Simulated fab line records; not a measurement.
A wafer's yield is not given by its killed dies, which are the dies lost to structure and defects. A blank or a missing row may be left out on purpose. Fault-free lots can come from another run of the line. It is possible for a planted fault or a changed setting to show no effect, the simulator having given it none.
Chamber matching + flow n5Finfet + 3 sister chambers for N5_SDB_HM_DEP_00 on pecvd-04
The step deposits SiNx from SiH4/NH3/N2, target thk 40 nm, time 35.3 s. 6 wafers are shown with their chamber, then 7 later ones without.

## WAFERS PAIRED WITH THEIR CHAMBERS
| wafer  | chamber | showerheadPlenumPTorr (Torr) | throttleValvePct (%) |
|--------|---------|------------------------------|----------------------|
| L083.1 | 2       | 5.05                         | 37.7                 |
| L083.3 | 0       | 5.19                         | 40.2                 |
| L084.5 | 2       | 5.06                         | 37.9                 |
| L084.6 | 1       | 5.22                         | 40.8                 |
| L088.1 | 1       | 5.20                         | 40.7                 |
| L088.2 | 0       | 5.19                         | 40.2                 |

## WAFERS WITHOUT THEIR CHAMBER
| wafer  | showerheadPlenumPTorr (Torr) | throttleValvePct (%) |
|--------|------------------------------|----------------------|
| L088.6 | 5.06                         | 37.9                 |
| L091.1 | 5.05                         | 38.1                 |
| L091.3 | 5.21                         | 40.8                 |
| L091.5 | 5.06                         | 37.8                 |
| L095.2 | 5.05                         | 38.2                 |
| L095.3 | 5.19                         | 39.9                 |
| L095.5 | 5.21                         | 39.8                 |

## WHICH CHAMBER EACH WENT THROUGH
| wafer  | from the rows above | in truth |
|--------|---------------------|----------|
| L088.6 | 2                   | 2        |
| L091.1 | 2                   | 2        |
| L091.3 | 1                   | 1        |
| L091.5 | 2                   | 2        |
| L095.2 | 2                   | 2        |
| L095.3 | 0                   | 0        |
| L095.5 | 0                   | 0        |
Placed correctly: 7 of 7. Left unplaced by these rows: 0. Wrongly placed: 0.
How it was worked out, from the rows above alone: a wafer's distance from a chamber is the root of the sum, over the readings, of the square of ((its reading less the chamber's mean) divided by the reading's scatter). If the next closest chamber is less than 2 further off than the closest, the wafer can't be placed; otherwise it belongs to the closest. Each chamber's mean is taken over the wafers shown for it. The scatter is the square root of a quotient: the sum, over the shown wafers, of each reading's squared deviation from its chamber's mean, divided by wafers minus chambers.
